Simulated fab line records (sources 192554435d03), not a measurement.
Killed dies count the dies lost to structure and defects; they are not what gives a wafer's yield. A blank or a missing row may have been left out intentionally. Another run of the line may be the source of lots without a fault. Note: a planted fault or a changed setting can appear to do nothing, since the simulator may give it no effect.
Matching of chambers ; flow n5Finfet ; rieDiel-04 running N5_DUMMY_GATE_ETCH_37: 4 sister chambers
The step etches SOC in N2/H2, target depth 60 nm, overetch 30 nm. 8 wafers are shown with their chamber, then 10 later ones without.

WAFERS WITH THEIR CHAMBER
wafer;chamber;drypumpMotorCurrentA (A);showerheadPlenumPTorr (Torr)
L078.2;1;5.0;2.44
L080.1;0;5.1;2.42
L080.6;2;6.2;2.53
L084.1;1;5.0;2.43
L084.2;3;6.1;2.45
L084.4;0;5.1;2.42
L087.3;3;6.1;2.45
L087.4;2;6.3;2.53

WAFERS WHOSE CHAMBER IS MISSING
wafer;drypumpMotorCurrentA (A);showerheadPlenumPTorr (Torr)
L087.6;6.0;2.45
L088.3;5.0;2.43
L088.5;5.1;2.42
L088.6;5.0;2.43
L091.1;5.1;2.41
L091.4;6.3;2.52
L091.5;6.3;2.52
L096.1;6.1;2.45
L096.2;5.1;2.41
L096.6;6.3;2.52

CHAMBER TAKEN BY EACH
wafer;from the rows above;in truth
L087.6;3;3
L088.3;1;1
L088.5;0;0
L088.6;1;1
L091.1;0;0
L091.4;2;2
L091.5;2;2
L096.1;3;3
L096.2;0;0
L096.6;2;2
Correctly placed: 10 of 10. Can't be placed from these rows: 0. Wrongly placed: 0.
How it was worked out, from the rows above alone: a wafer's distance from a chamber is the root of the sum, over the readings, of the square of ((its reading less the chamber's mean) divided by the reading's scatter). The wafer belongs to the nearest chamber; if the next one is less than 2 further off, it can't be placed. The mean given for a chamber averages the wafers shown for that chamber. The scatter is the square root of a quotient: the sum, over the shown wafers, of each reading's squared deviation from its chamber's mean, divided by wafers minus chambers.
